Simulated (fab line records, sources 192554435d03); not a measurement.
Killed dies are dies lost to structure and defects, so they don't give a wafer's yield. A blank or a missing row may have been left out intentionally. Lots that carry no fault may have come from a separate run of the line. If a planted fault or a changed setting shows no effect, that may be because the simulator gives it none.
Problem report, 8D (eight disciplines) form, completed by code    flow n5Finfet    the parts of the form that need people (team, actions taken, sign-off) are left out

## 1. WHAT IS WRONG
rawDefectCount at N5_BEOL_M0_INSPECT_127 reads a mean of 382 on 9 wafers of 3 lots; wafers without a fault read 72 with a standard deviation of 25. That puts it +12 standard deviations away from the usual mean.
The step: inspects for defects (darkfield).
First seen on wafer L603.2, day 10 10:06, on defectInspect-02. Wafers with a number at this step in the record: 15, from 5 lots. Rule for "out", or "out of limits": more than 4 standard deviations from the usual mean. Any other wafer with a number is counted as sound.

## 2. WHAT IT IS AND WHAT IT IS NOT
question                     is                                  is not
which readings at this step  rawDefectCount                      -
which lots                   L603, L606, L607                    L590, L604
which wafers of those lots   all that have a number              -
read on which gauges         defectInspect-01, defectInspect-02  -
when                         from day 10 10:06                   up to then (6 sound wafers)

## 3. SUSPECTS, AND WHAT RULES EACH OUT
Counting: a tool stays on the suspect list if, at a process step up to the reading, it processed all lots that are out and no sound lot following the first of them.
- the gauge at N5_BEOL_M0_INSPECT_127: ruled out. 2 gauges (defectInspect-01, defectInspect-02) read the wafers that are out.
- cvdCo-01 at N5_BEOL_M0_CO_CAP_123 (material Co, precursor CCTBA/H2, target thk 2 nm, time 102.1 s): kept. It processed each lot that is out, first L603 at day 10 09:53, and no sound lot thereafter; up to then, the last sound lot it processed was L590 at day 7 02:05.
Remaining after the count: cvdCo-01 at N5_BEOL_M0_CO_CAP_123.

## 4. THE CAUSE (what the simulator had put in)
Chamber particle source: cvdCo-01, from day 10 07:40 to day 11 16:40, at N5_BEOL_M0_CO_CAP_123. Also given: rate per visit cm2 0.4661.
The count eliminated every tool but this one.

## 5. SEQUENCE OF EFFECTS, ordered by route
One row per reading whose mean, taken over the struck wafers that have a number, lies over 3 standard deviations from the usual. Scope: only readings with a usual standard deviation given in the record; hours: median across lots of the time from each lot's start at the first step in this table that gives one to its start at this step; sigmas: change in usual standard deviations.
hours  step                     reading              usual   on struck wafers  change  sigmas
0      N5_BEOL_M0_INSPECT_127   rawDefectCount       72      382               +310    +12
1      N5_BEOL_M1_INSPECT_13    rawDefectCount       433     786               +353    +3.2
2      N5_BEOL_M1_INSPECT_30    rawDefectCount       440     823               +383    +3.5
144    N5_PASSIVATION_PROBE_49  defectLimitedYield   91.1 %  84.7              -6.4    -4.6
144    N5_PASSIVATION_PROBE_49  killed_at_M0_to_M3   33      121               +88     +9.7
144    N5_PASSIVATION_PROBE_49  killedDies           105     181               +76     +4.7
144    N5_PASSIVATION_PROBE_49  sort_bin_5_function  5.2 %   10.1              +4.9    +5.3
144    N5_PASSIVATION_PROBE_49  sortNPass            1075    994               -81     -5.1
144    N5_PASSIVATION_PROBE_49  sortYieldPct         91.1 %  84.2              -6.9    -4.9
Process steps it contains:
- N5_PASSIVATION_PROBE_49
Later measuring or inspecting steps at which every struck wafer that the step has a row for has a number for every such reading, and none has moved that far: N5_BEOL_M4_RC_MEAS_101.

## 6. WHAT WOULD HAVE CAUGHT IT SOONER
2 hours passed between the start of the fault at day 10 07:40 and the first reading out of limits at a measuring or inspecting step in this record, taken at day 10 10:06.
Tool readings at N5_BEOL_M0_CO_CAP_123 with a usual standard deviation given in the record: none out on any struck wafer, hence no alarm at a limit of 4 standard deviations on them.
Lots out: 3; of these, L606, L607 started N5_BEOL_M0_CO_CAP_123 on cvdCo-01 after day 10 10:06. A hold on the tool at that time would have spared those 2.
